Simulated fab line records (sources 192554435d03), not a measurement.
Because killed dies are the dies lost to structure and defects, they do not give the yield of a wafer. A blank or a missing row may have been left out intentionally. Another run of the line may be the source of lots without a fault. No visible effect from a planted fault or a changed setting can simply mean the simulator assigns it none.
Lot-split experiment | flow n5 finfet | 39 wafers read from 7 lots, route of 1938 steps

ABOUT THE SPLIT
At N5_DUMMY_GATE_ETCH_31 (etches SiO2 in C4F6/O2, target depth 82.5 nm, time 27.5 s), the setting target depth a was moved away from the recipe's 825 angstrom on 18 of the 39 wafers read, by -12.6% to +9.7%. This setting was run at the recipe's value on the other wafers.

The split's own step is where the reading is taken.

THE READING
SOC_of_DUMMY_GATE_COAT_34.thk nm (the simulator's own value, which no gauge read), in nm, at N5_DUMMY_GATE_ETCH_31 (etches SiO2 in C4F6/O2, target depth 82.5 nm, time 27.5 s). The file gives no usual value for it. Across the 21 wafers here that went through the recipe, the average is 51.8 nm and the standard deviation 0.24 nm.

wafer  | tool, chamber at the split | target depth a as run, angstrom | against the recipe | SOC_of_DUMMY_GATE_COAT_34.thk nm, nm | against lot-mates on the recipe
L074.1 | rie diel-03, 1             | 760.2                           | -7.9%              | 52.4                                 | +0.8
L074.2 | rie diel-03, 0             | 825                             | recipe             | 51.8                                 | -
L074.3 | rie diel-03, 2             | 825                             | recipe             | 51.4                                 | -
L074.4 | rie diel-03, 3             | 760.2                           | -7.9%              | 52.4                                 | +0.8
L074.5 | rie diel-03, 0             | 825                             | recipe             | 51.6                                 | -
L074.6 | rie diel-03, 3             | 760.2                           | -7.9%              | 52.2                                 | +0.6
L079.1 | rie diel-03, 1             | 825                             | recipe             | 51.8                                 | -
L079.2 | rie diel-03, 3             | 825                             | recipe             | 51.8                                 | -
L079.3 | rie diel-03, 2             | 825                             | recipe             | 51.6                                 | -
L086.1 | rie diel-05, 3             | 825                             | recipe             | 52                                   | -
L086.2 | rie diel-05, 0             | 867.1                           | +5.1%              | 51.4                                 | -0.4
L086.3 | rie diel-05, 1             | 867.1                           | +5.1%              | 51.8                                 | +0.0
L086.4 | rie diel-05, 2             | 867.1                           | +5.1%              | 51.8                                 | +0.0
L086.5 | rie diel-05, 0             | 825                             | recipe             | 51.6                                 | -
L086.6 | rie diel-05, 3             | 825                             | recipe             | 51.8                                 | -
L090.1 | rie diel-06, 0             | 825                             | recipe             | 51.6                                 | -
L090.2 | rie diel-06, 1             | 905                             | +9.7%              | 50.8                                 | -0.7
L090.3 | rie diel-06, 3             | 825                             | recipe             | 51.4                                 | -
L090.4 | rie diel-06, 2             | 825                             | recipe             | 51.6                                 | -
L090.5 | rie diel-06, 0             | 905                             | +9.7%              | 50.8                                 | -0.7
L090.6 | rie diel-06, 1             | 905                             | +9.7%              | 50.8                                 | -0.7
L094.1 | rie diel-03, 2             | 825                             | recipe             | 51.8                                 | -
L094.2 | rie diel-03, 3             | 825                             | recipe             | 51.8                                 | -
L094.3 | rie diel-03, 0             | 729.1                           | -11.6%             | 53                                   | +1.2
L094.4 | rie diel-03, 2             | 729.1                           | -11.6%             | 52.8                                 | +1.0
L094.5 | rie diel-03, 0             | 729.1                           | -11.6%             | 53                                   | +1.2
L094.6 | rie diel-03, 3             | 825                             | recipe             | 51.8                                 | -
L095.1 | rie diel-05, 2             | 784.8                           | -4.9%              | 52.4                                 | +0.3
L095.2 | rie diel-05, 0             | 825                             | recipe             | 51.8                                 | -
L095.3 | rie diel-05, 1             | 825                             | recipe             | 52.2                                 | -
L095.4 | rie diel-05, 3             | 784.8                           | -4.9%              | 52.2                                 | +0.1
L095.5 | rie diel-05, 2             | 784.8                           | -4.9%              | 52.4                                 | +0.3
L095.6 | rie diel-05, 1             | 825                             | recipe             | 52.2                                 | -
L097.1 | rie diel-05, 1             | 720.8                           | -12.6%             | 53.4                                 | +1.3
L097.2 | rie diel-05, 0             | 825                             | recipe             | 52.2                                 | -
L097.3 | rie diel-05, 3             | 825                             | recipe             | 52                                   | -
L097.4 | rie diel-05, 2             | 720.8                           | -12.6%             | 53.2                                 | +1.1
L097.5 | rie diel-05, 0             | 720.8                           | -12.6%             | 53                                   | +0.9
L097.6 | rie diel-05, 1             | 825                             | recipe             | 52.2                                 | -

FIT RESULTS
A straight line over all 39 wafers: SOC_of_DUMMY_GATE_COAT_34.thk nm changes by -0.0945 nm for each +1% of target depth a; r = -0.92; the points scatter about the line by 0.24 nm.
The same after taking each lot's own level away (the mean of its wafers on the recipe; 39 wafers): -0.0811 nm for each +1%; r = -0.95; scatter 0.16 nm.
That fit puts the effect of the largest move of target depth a on the reading at 1 nm.
Across the lots, their own levels run from 51.53 to 52.13 nm, a range of 2.5 times the standard deviation given above.
So the slope is not independent of the lot-to-lot level: the two fits are not the same.
Check: +1.04 nm against its lot-mates is what the line predicts for one of the wafers moved furthest among these (-12.6%) when that wafer is left out of the fit. It came out at +1.27 nm against them.

THE OTHER SPLITS THESE WAFERS WENT THROUGH
Other splits were also applied to these wafers ahead of the reading. Each is held against what the fit with the lots' levels taken away leaves over:
other split on the same wafers        | wafers away from the commonest value | r with SOC_of_DUMMY_GATE_COAT_34.thk nm (lot level and that fit taken away)
N5_PMOS_HMC_CHANNEL_EPI_EPI_20 temp c | 15                                   | -0.39
N5_DUMMY_GATE_EXPOSE_12 dose mj       | 18                                   | +0.14
N5_DUMMY_GATE_ETCH_37 source w        | 15                                   | -0.01

THE WHOLE CHAIN: every reading that the file lists as answering this split, in the file's order
step                  | what it does                                              | reading                                                                           | change (the file's fit)               | r (the file's)
N5_DUMMY_GATE_ETCH_31 | etches SiO2 in C4F6/O2, target depth 82.5 nm, time 27.5 s | etch.depth nm (the simulator's own value, which no gauge read)                    | +0.811 nm for each +1% of the setting | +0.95
N5_DUMMY_GATE_ETCH_31 | etches SiO2 in C4F6/O2, target depth 82.5 nm, time 27.5 s | SOC_of_DUMMY_GATE_COAT_34.thk nm (the simulator's own value, which no gauge read) | -0.083 nm for each +1% of the setting | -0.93

FILE'S OWN FIT
SOC_of_DUMMY_GATE_COAT_34.thk nm changes by -0.083 nm for each +1% of target depth a, r = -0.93.
